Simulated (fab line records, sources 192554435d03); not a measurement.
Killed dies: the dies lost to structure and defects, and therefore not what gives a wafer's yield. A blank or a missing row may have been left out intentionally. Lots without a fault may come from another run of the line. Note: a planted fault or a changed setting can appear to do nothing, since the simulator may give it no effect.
Which tool did it? ; flow n5_finfet ; 10 lots, 30 wafers sampled, at 5 steps of a route of 1938

== WHAT THE GAUGES SHOWED, per wafer ==
N5_WELL_APT_INSPECT_10: inspects for defects (macro).
lot;measured;on;raw_defect_count
L772;day 2 08:07;defect_inspect-02;1 2 3
L777;day 3 13:37;defect_inspect-02;3 2 2
L779;day 4 01:37;defect_inspect-02;1 0 4
L780;day 4 07:44;defect_inspect-02;3 0 1
L781;day 4 13:52;defect_inspect-01;2 3 0
L783;day 5 01:46;defect_inspect-02;1 1 2
L784;day 5 08:07;defect_inspect-01;3 0 2
L788;day 6 07:44;defect_inspect-01;2 6 2
L789;day 6 13:44;defect_inspect-02;5 0 1
L792;day 7 07:46;defect_inspect-02;3 2 2

N5_BEOL_M4_RC_MEAS_101.
lot;measured;on;DIBL_N (mV/V);DIBL_P (mV/V);IOFF_N (nA/um);IOFF_P (nA/um);ION_N (uA/um);ION_P (uA/um);SS_N (mV/dec);SS_P (mV/dec);VT_N (mV);VT_P (mV)
L772;day 8 19:18;prober-02;33.0 35.9 35.8;31.4 35.7 35.9;0.10 0.15 0.14;0.14 0.19 0.20;658 667 672;456 461 464;71.1 71.4 71.2;71.6 73.1 73.4;256 253 252;-255 -254 -253
L777;day 9 18:35;prober-01;37.0 37.0 36.8;39.3 39.2 38.2;0.16 0.16 0.15;0.25 0.23 0.23;656 679 663;464 465 462;71.9 72.1 71.5;73.5 73.6 74.0;251 251 250;-247 -251 -246
L779;day 10 00:35;prober-02;36.4 36.1 36.8;38.1 37.2 39.0;0.17 0.16 0.17;0.24 0.21 0.26;674 667 670;467 455 467;72.1 71.4 72.0;74.4 74.4 74.6;252 251 252;-249 -252 -248
L780;day 10 21:47;prober-02;35.7 37.9 36.9;35.9 37.6 37.3;0.16 0.19 0.18;0.18 0.21 0.20;676 662 679;459 452 452;71.1 72.6 71.7;72.8 73.9 73.5;248 249 247;-253 -251 -253
L781;day 11 02:34;prober-02;39.9 36.0 35.6;40.9 37.5 36.3;0.24 0.17 0.16;0.29 0.23 0.21;703 685 681;474 474 461;72.0 71.5 71.8;73.6 73.0 72.6;242 248 247;-246 -247 -250
L783;day 11 09:02;prober-02;39.4 35.9 33.9;38.7 34.5 32.6;0.20 0.12 0.11;0.26 0.18 0.16;680 663 659;463 458 456;71.7 71.2 70.3;74.4 73.0 72.3;248 254 255;-246 -251 -250
L784;day 12 02:27;prober-01;38.7 38.9 36.7;38.5 40.0 36.8;0.21 0.22 0.17;0.23 0.26 0.20;690 701 681;466 469 461;72.0 71.7 71.6;74.1 74.2 74.4;246 245 247;-253 -249 -254
L788;day 12 22:41;prober-01;36.9 36.8 36.6;38.1 37.3 38.4;0.18 0.17 0.18;0.24 0.22 0.24;683 684 682;467 467 470;71.5 71.8 71.5;73.7 73.6 74.0;247 248 248;-249 -248 -246
L789;day 12 23:26;prober-02;39.4 35.8 37.2;39.6 34.8 37.5;0.22 0.13 0.18;0.27 0.18 0.23;699 669 688;475 462 471;71.7 71.5 71.2;73.7 72.2 74.1;244 255 248;-247 -251 -250
L792;day 13 08:58;prober-02;36.2 38.1 38.4;35.5 37.5 38.9;0.14 0.18 0.20;0.17 0.20 0.23;662 671 693;453 455 465;71.2 71.8 71.8;73.1 73.8 74.1;253 248 248;-256 -251 -253

== WHAT TOOL EACH LOT RAN ON (gives the tool, then ch and the chambers of the sampled wafers, and finally the start) ==
lot;N5_ZERO_LAYER_PECVD_02;N5_ZERO_LAYER_DESCUM_16;N5_WELL_APT_COAT_19
L772;pecvd-02 ch 0,1,2, day 2 06:17;rie_diel-01 ch 0,1,2, day 2 06:49;litho_track-01 ch 0, day 2 09:10
L777;pecvd-03 ch 1,2, day 3 12:17;rie_diel-01 ch 1,3, day 3 12:41;litho_track-04 ch 0, day 3 14:25
L779;pecvd-02 ch 0,1, day 4 00:17;rie_diel-02 ch 1,2,3, day 4 00:41;litho_track-01 ch 0, day 4 02:25
L780;pecvd-01 ch 1,2, day 4 06:17;rie_diel-06 ch 0,1, day 4 06:48;litho_track-03 ch 0, day 4 09:13
L781;pecvd-03 ch 0,1,2, day 4 12:17;rie_diel-02 ch 0,2,3, day 4 12:49;litho_track-03 ch 0, day 4 14:40
L783;pecvd-01 ch 0,1,2, day 5 00:18;rie_diel-01 ch 0,1,2, day 5 00:43;litho_track-03 ch 0, day 5 03:01
L784;pecvd-02 ch 0,2, day 5 06:17;rie_diel-02 ch 1,3, day 5 07:01;litho_track-04 ch 0, day 5 09:08
L788;pecvd-03 ch 0,2, day 6 06:17;rie_diel-02 ch 2,3, day 6 06:48;litho_track-03 ch 0, day 6 08:32
L789;pecvd-02 ch 0,1,2, day 6 12:19;rie_diel-02 ch 2,3, day 6 12:41;litho_track-01 ch 0, day 6 14:47
L792;pecvd-03 ch 0,2, day 7 06:17;rie_diel-02 ch 1,2,3, day 7 06:49;litho_track-01 ch 0, day 7 08:36
- N5_ZERO_LAYER_PECVD_02: deposits SiO2 from SiH4/N2O, target thk 10 nm, time 6 s.
- N5_ZERO_LAYER_DESCUM_16: chemistry O2, time 7.9 s.
- N5_WELL_APT_COAT_19: resist thk 950 nm.

== WHAT THE TOOLS THEMSELVES READ (means of the sampled wafers that have a number; where no wafer has one, the mark that the record gives instead) ==
N5_ZERO_LAYER_PECVD_02.
lot;tool;chamber_pressure_Torr (Torr);heater_power_w (W);showerhead_plenum_p_Torr (Torr)
L772;pecvd-02;0.7505;729;8.16
L777;pecvd-03;0.7504;841;8.08
L779;pecvd-02;0.7504;778;8.16
L780;pecvd-01;0.7507;641;7.93
L781;pecvd-03;0.7499;833;8.19
L783;pecvd-01;0.7486;706;8.09
L784;pecvd-02;0.7485;618;8.14
L788;pecvd-03;0.7499;840;8.24
L789;pecvd-02;0.7501;715;8.15
L792;pecvd-03;0.7517;866;8.30

N5_ZERO_LAYER_DESCUM_16.
lot;tool;chamber_pressure_mTorr (mTorr);drypump_motor_current_A (A);oes_product_au (a.u.);rf_vpp_V (V);showerhead_plenum_p_Torr (Torr);throttle_valve_pct (%)
L772;rie_diel-01;19.995;5.5;0.72;242.6;2.10;20.62
L777;rie_diel-01;20.011;6.0;0.77;243.2;2.12;20.73
L779;rie_diel-02;20.013;6.0;0.75;243.2;2.09;20.42
L780;rie_diel-06;20.012;5.7;0.77;243.1;2.14;20.52
L781;rie_diel-02;20.000;5.7;0.78;242.2;2.07;20.35
L783;rie_diel-01;20.011;5.6;0.81;243.4;2.09;20.52
L784;rie_diel-02;20.004;5.8;0.80;243.2;2.12;20.45
L788;rie_diel-02;19.979;5.7;0.74;243.7;2.12;20.50
L789;rie_diel-02;20.020;5.7;0.74;242.8;2.12;20.50
L792;rie_diel-02;19.995;5.9;0.82;242.9;2.08;20.32

N5_WELL_APT_COAT_19.
lot;tool;dispense_pressure_kPa (kPa);spin_speed_rpm (rpm)
L772;litho_track-01;50.3;1357.5
L777;litho_track-04;43.9;1357.9
L779;litho_track-01;50.3;1357.4
L780;litho_track-03;47.5;1356.2
L781;litho_track-03;47.5;1357.0
L783;litho_track-03;47.5;1519.1
L784;litho_track-04;43.9;1356.0
L788;litho_track-03;47.5;1519.0
L789;litho_track-01;50.3;1357.2
L792;litho_track-01;50.2;1355.3

== THE ANSWER, worked out from the rows above alone ==
Rule: what is usual is taken from the lots themselves. The widest of any qualifying gaps counts: lots, ordered by their means at a reading, are off when they make up no more than a third of the lots, leave a main group of 4 or more, and stand apart from it by 3 or more times the standard deviation of that group's means. Not used: any main group whose means are identical at the precision the tables above print for the reading. A lot without any number at a reading at which 4 lots or more have one is off too. Where the step has rows for the other lots, those lots are counted as sound. After the gauges, taken in route order, come the tools' own readings; for these a lot's mean is taken, as printed above. The first step at which some lot is off is used, and at that step the reading that is off furthest; a lot without a number counts as furthest.
Off, at N5_WELL_APT_COAT_19 on spin_speed_rpm: L783, L788. The main group: mean 1356.8 rpm, standard deviation 0.83.
If a tool, at that step or one of the process steps before it, ran each lot that is off and ran no sound lot following the first of them, it fits. One fits: N5_WELL_APT_COAT_19 on litho_track-03. A fault onset in the window from L781 (day 4 14:40, its last sound lot) to L783 (day 5 03:01, its first lot off) fits.
The tool's own readings at N5_WELL_APT_COAT_19 bear it out: on the lots that are off they differ by more than 5 times the standard deviation of the sound lots' means. spin_speed_rpm reads 1519.0 rpm there against 1356.8 rpm on the sound lots.

== WHAT THE SIMULATOR HAD INSERTED ==
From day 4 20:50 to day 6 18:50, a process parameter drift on litho_track-03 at N5_WELL_APT_COAT_19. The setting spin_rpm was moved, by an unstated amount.
Struck lots among those shown: L783, L788. The same result came from the rule above.
